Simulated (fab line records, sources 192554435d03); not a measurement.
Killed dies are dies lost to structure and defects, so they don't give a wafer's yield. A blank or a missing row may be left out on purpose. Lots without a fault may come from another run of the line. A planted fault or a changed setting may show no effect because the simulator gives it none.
Split-lot experiment | flow n5_finfet | 7 lots, 21 wafers read, on a route of 1938 steps

THE SPLIT
At N5_HKMG_FIN_ETCH_54 (etches SiARC in CF4, target depth 45.5 nm, time 75.8 s), the setting source_w was moved away from the recipe's 545 W on 6 of the 21 wafers read, by -16.8% to +11.9%. The other wafers ran this setting at the recipe's value.

The reading is taken at the split's own step.

THE READING
rf_vpp_V, in V, at N5_HKMG_FIN_ETCH_54 (etches SiARC in CF4, target depth 45.5 nm, time 75.8 s). Fault-free wafers of this fab line usually give 184.0 V, standard deviation 1 V.

wafer  | tool, chamber at the split | source_w as run, W | against the recipe | rf_vpp_V, V | against lot-mates on the recipe
L076.1 | rie_diel-05, 0             | 609.6              | +11.9%             | 176.9       | -6.9
L076.5 | rie_diel-05, 3             | 545                | recipe             | 185.3       | -
L076.6 | rie_diel-05, 2             | 545                | recipe             | 182.3       | -
L078.1 | rie_diel-05, 2             | 545                | recipe             | 183.7       | -
L078.2 | rie_diel-05, 1             | 545                | recipe             | 183.8       | -
L078.4 | rie_diel-05, 0             | 545                | recipe             | 183.7       | -
L080.1 | rie_diel-06, 1             | 545                | recipe             | 184.0       | -
L080.2 | rie_diel-06, 2             | 610.1              | +11.9%             | 176.1       | -7.9
L080.5 | rie_diel-06, 2             | 610.1              | +11.9%             | 177.3       | -6.7
L084.2 | rie_diel-06, 1             | 545                | recipe             | 183.7       | -
L084.3 | rie_diel-06, 2             | 545                | recipe             | 183.1       | -
L084.6 | rie_diel-06, 0             | 545                | recipe             | 184.4       | -
L090.1 | rie_diel-06, 1             | 545                | recipe             | 183.6       | -
L090.3 | rie_diel-06, 0             | 453.3              | -16.8%             | 197.2       | +13.1
L090.5 | rie_diel-06, 1             | 545                | recipe             | 184.6       | -
L093.1 | rie_diel-06, 3             | 460.7              | -15.5%             | 195.1       | +9.8
L093.3 | rie_diel-06, 0             | 545                | recipe             | 185.3       | -
L093.4 | rie_diel-06, 3             | 460.7              | -15.5%             | 196.8       | +11.5
L095.1 | rie_diel-05, 3             | 545                | recipe             | 184.1       | -
L095.3 | rie_diel-05, 2             | 545                | recipe             | 182.3       | -
L095.6 | rie_diel-05, 1             | 545                | recipe             | 184.9       | -

THE FIT
A straight line over all 21 wafers: rf_vpp_V changes by -0.713 V for each +1% of source_w; r = -0.98; the points scatter about the line by 1 V.
The same after taking each lot's own level away (the mean of its wafers on the recipe; 21 wafers): -0.677 V for each +1%; r = -0.99; scatter 0.92 V.
On that fit, the largest move of source_w shifts the reading by 11 V.
The lots' own levels span 183.73 to 185.30 V, that is 1.6 times the standard deviation above.
So the lot-to-lot level changes the slope little: the two slopes agree.
Check: with one of the wafers moved furthest among these (-16.8%) left out of the fit, the line predicts +11.1 V for it against its lot-mates. It came out at +13.1 V against them.
Tool readings at the split's step, against how far the setting was moved: rf_vpp_V r = -0.98.

OTHER SPLITS ON THESE WAFERS
These wafers also went through other splits before the reading. Each is held against what the fit with the lots' levels taken away leaves over:
other split on the same wafers | wafers away from the commonest value | r with rf_vpp_V (lot level and that fit taken away)
N5_SDB_COAT_03 spin_rpm        | 10                                   | +0.28

THE FILE'S OWN FIT
rf_vpp_V changes by -0.689 V for each +1% of source_w, r = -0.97.
